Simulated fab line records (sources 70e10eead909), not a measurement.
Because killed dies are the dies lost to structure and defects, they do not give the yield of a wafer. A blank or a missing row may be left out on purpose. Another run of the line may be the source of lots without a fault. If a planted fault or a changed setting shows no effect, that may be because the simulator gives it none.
Chamber matching :: flow nandHarc :: 4 sister chambers for NHARC_A_BONDPAD_ETCH_24 on rieDiel-07
The step etches the open film in CF4/N2, target depth 30 nm, time 72.99 s. 8 wafers are shown with their chamber, then 7 later ones without.

== WAFERS WITH THEIR CHAMBER ==
wafer: L113.3
chamber: 1
drypumpMotorCurrentA (A): 5.7
rfVppV (V): 316.8

wafer: L116.3
chamber: 1
drypumpMotorCurrentA (A): 5.7
rfVppV (V): 317.6

wafer: L120.1
chamber: 3
drypumpMotorCurrentA (A): 6.5
rfVppV (V): 314.6

wafer: L121.1
chamber: 2
drypumpMotorCurrentA (A): 5.1
rfVppV (V): 315.1

wafer: L121.4
chamber: 0
drypumpMotorCurrentA (A): 6.1
rfVppV (V): 310.9

wafer: L121.6
chamber: 3
drypumpMotorCurrentA (A): 6.5
rfVppV (V): 315.2

wafer: L122.2
chamber: 2
drypumpMotorCurrentA (A): 5.0
rfVppV (V): 313.9

wafer: L122.5
chamber: 0
drypumpMotorCurrentA (A): 6.1
rfVppV (V): 311.6

== WAFERS MISSING THEIR CHAMBER ==
wafer: L122.6
drypumpMotorCurrentA (A): 5.7
rfVppV (V): 317.0

wafer: L135.2
drypumpMotorCurrentA (A): 5.8
rfVppV (V): 316.4

wafer: L135.4
drypumpMotorCurrentA (A): 6.1
rfVppV (V): 312.3

wafer: L135.6
drypumpMotorCurrentA (A): 6.5
rfVppV (V): 313.4

wafer: L134.1
drypumpMotorCurrentA (A): 5.1
rfVppV (V): 313.9

wafer: L134.2
drypumpMotorCurrentA (A): 6.2
rfVppV (V): 312.3

wafer: L134.3
drypumpMotorCurrentA (A): 5.8
rfVppV (V): 316.1

== THE CHAMBER EACH PASSED THROUGH ==
wafer: L122.6
from the rows above: 1
in truth: 1

wafer: L135.2
from the rows above: 1
in truth: 1

wafer: L135.4
from the rows above: 0
in truth: 0

wafer: L135.6
from the rows above: 3
in truth: 3

wafer: L134.1
from the rows above: 2
in truth: 2

wafer: L134.2
from the rows above: 0
in truth: 0

wafer: L134.3
from the rows above: 1
in truth: 1
7 of 7 placed correctly. Can't be placed from these rows: 0. 0 placed wrongly.
How it was worked out, from the rows above alone: a wafer's distance from a chamber is the root of the sum, over the readings, of the square of ((its reading less the chamber's mean) divided by the reading's scatter). If the next closest chamber is less than 2 further off than the closest, the wafer can't be placed; otherwise it belongs to the closest. The mean given for a chamber averages the wafers shown for that chamber. The scatter is the square root of a quotient: the sum, over the shown wafers, of each reading's squared deviation from its chamber's mean, divided by wafers minus chambers.
